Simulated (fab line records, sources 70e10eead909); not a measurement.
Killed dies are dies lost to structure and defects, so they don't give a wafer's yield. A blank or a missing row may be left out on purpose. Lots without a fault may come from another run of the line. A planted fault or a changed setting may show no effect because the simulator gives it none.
Which tool did it? | flow nand_harc | 6 lots, 18 wafers sampled, at 5 steps of a route of 1159

WHAT THE GAUGES READ, wafer by wafer
NHARC_END_SORT_01.
lot  | measured     | on        | killed_at_array
L933 | day 21 12:55 | prober-02 | 25 25 32

WHICH TOOL RAN EACH LOT (tool, then ch and the chambers of the sampled wafers, then the start)
lot  | NHARC_P_STI_ETCH_15             | NHARC_P_GATE_DESCUM_13            | NHARC_P_GATE_HM_DEP_102       | NHARC_P_GATE_ETCH_104
L932 | rie_si-03 ch 1,2, day 3 14:24   | rie_diel-04 ch 2,3, day 5 04:22   | acl_dep-02 ch 0, day 5 16:26  | rie_diel-02 ch 1,2, day 5 18:17
L933 | rie_si-01 ch 0,1,3, day 4 01:44 | rie_diel-08 ch 0,3, day 5 22:20   | acl_dep-01 ch 0, day 6 11:09  | rie_diel-02 ch 0,1,2, day 6 12:51
L935 | rie_si-05 ch 0,2,3, day 4 12:38 | rie_diel-08 ch 1,2, day 5 22:01   | acl_dep-02 ch 0, day 6 10:55  | rie_diel-02 ch 0,3, day 6 12:27
L945 | rie_si-01 ch 0,2,3, day 7 00:29 | rie_diel-02 ch 0,2, day 8 16:26   | acl_dep-03 ch 0, day 9 05:56  | rie_diel-04 ch 0,3, day 9 07:35
L947 | rie_si-05 ch 0,1,3, day 7 15:52 | rie_diel-08 ch 0,1,2, day 9 08:53 | acl_dep-01 ch 0, day 9 23:22  | rie_diel-08 ch 0,2,3, day 10 00:47
L949 | rie_si-01 ch 1,2, day 8 02:47   | rie_diel-04 ch 1,2, day 9 16:16   | acl_dep-02 ch 0, day 10 05:53 | rie_diel-08 ch 1,2, day 10 07:19
- NHARC_P_STI_ETCH_15: etches the open film in HBr/Cl2, target depth 300 nm, time 100.1 s.
- NHARC_P_GATE_DESCUM_13: chemistry O2, time 3 s.
- NHARC_P_GATE_HM_DEP_102: deposits aC, target thk 120 nm.
- NHARC_P_GATE_ETCH_104: etches the open film in CF4/CHF3, target depth 60 nm.

THE ANSWER, worked out from the rows above alone
Rule: what is usual is taken from the lots themselves. Put in order of their means at a reading, lots are off if they are a third of the lots or fewer, leave a main group of 4 or more, and stand apart from it by a gap of 3 or more times the standard deviation of the main group's means; of several such gaps the widest counts. A main group whose means are all the same, to the digits that the tables above print for the reading, isn't used. A lot without any number at a reading at which 4 lots or more have one is off too. The other lots that the step has rows for count as sound.
No lot is off at any reading shown: from this, nothing can be told.

WHAT THE SIMULATOR HAD PUT IN
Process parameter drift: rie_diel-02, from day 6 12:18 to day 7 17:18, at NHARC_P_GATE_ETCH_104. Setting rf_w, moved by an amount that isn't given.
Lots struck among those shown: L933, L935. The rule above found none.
